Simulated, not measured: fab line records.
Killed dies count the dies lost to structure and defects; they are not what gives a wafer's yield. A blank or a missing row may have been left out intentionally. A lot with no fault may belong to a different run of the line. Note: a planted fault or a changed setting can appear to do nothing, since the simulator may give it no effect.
Matching of chambers :: flow nand_harc :: 4 sister chambers for NHARC_P_M0_ETCH_34 on rie_diel-10
The step etches the open film in N2/H2, target depth 40 nm, overetch 12 nm, time 43.94 s. 4 wafers are shown with their chamber, then 8 later ones without.

WAFERS PAIRED WITH THEIR CHAMBERS
wafer: L077.4
chamber: 2
drypump_motor_current_A (A): 5.4

wafer: L084.4
chamber: 0
drypump_motor_current_A (A): 5.3

wafer: L084.5
chamber: 3
drypump_motor_current_A (A): 5.6

wafer: L089.4
chamber: 1
drypump_motor_current_A (A): 5.4

WAFERS WITHOUT THEIR CHAMBER
wafer: L089.5
drypump_motor_current_A (A): 5.2

wafer: L089.6
drypump_motor_current_A (A): 5.4

wafer: L090.2
drypump_motor_current_A (A): 5.4

wafer: L090.4
drypump_motor_current_A (A): 5.3

wafer: L090.6
drypump_motor_current_A (A): 5.4

wafer: L091.1
drypump_motor_current_A (A): 5.3

wafer: L091.2
drypump_motor_current_A (A): 5.4

wafer: L091.6
drypump_motor_current_A (A): 5.4

CHAMBER TAKEN BY EACH
wafer: L089.5
from the rows above: 0
in truth: 0

wafer: L089.6
from the rows above: can't be placed: 1 or 2
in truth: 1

wafer: L090.2
from the rows above: can't be placed: 1 or 2
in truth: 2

wafer: L090.4
from the rows above: 0
in truth: 0

wafer: L090.6
from the rows above: can't be placed: 1 or 2
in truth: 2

wafer: L091.1
from the rows above: 0
in truth: 0

wafer: L091.2
from the rows above: can't be placed: 1 or 2
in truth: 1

wafer: L091.6
from the rows above: can't be placed: 1 or 2
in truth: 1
Correct placement for 3 of the 8. From these rows, 5 cannot be placed; in 5 the true chamber is one of the candidates. 0 placed wrongly.
How it was worked out, from the rows above alone: a wafer's distance from a chamber is the root of the sum, over the readings, of the square of ((its reading less the chamber's mean) divided by the reading's scatter). If the next closest chamber is less than 2 further off than the closest, the wafer can't be placed; otherwise it belongs to the closest. A chamber's mean is the mean of its shown wafers. The scatter (one wafer shown for each chamber): square how far every hidden wafer sits from the nearest shown wafer, average those squares and take the square root.
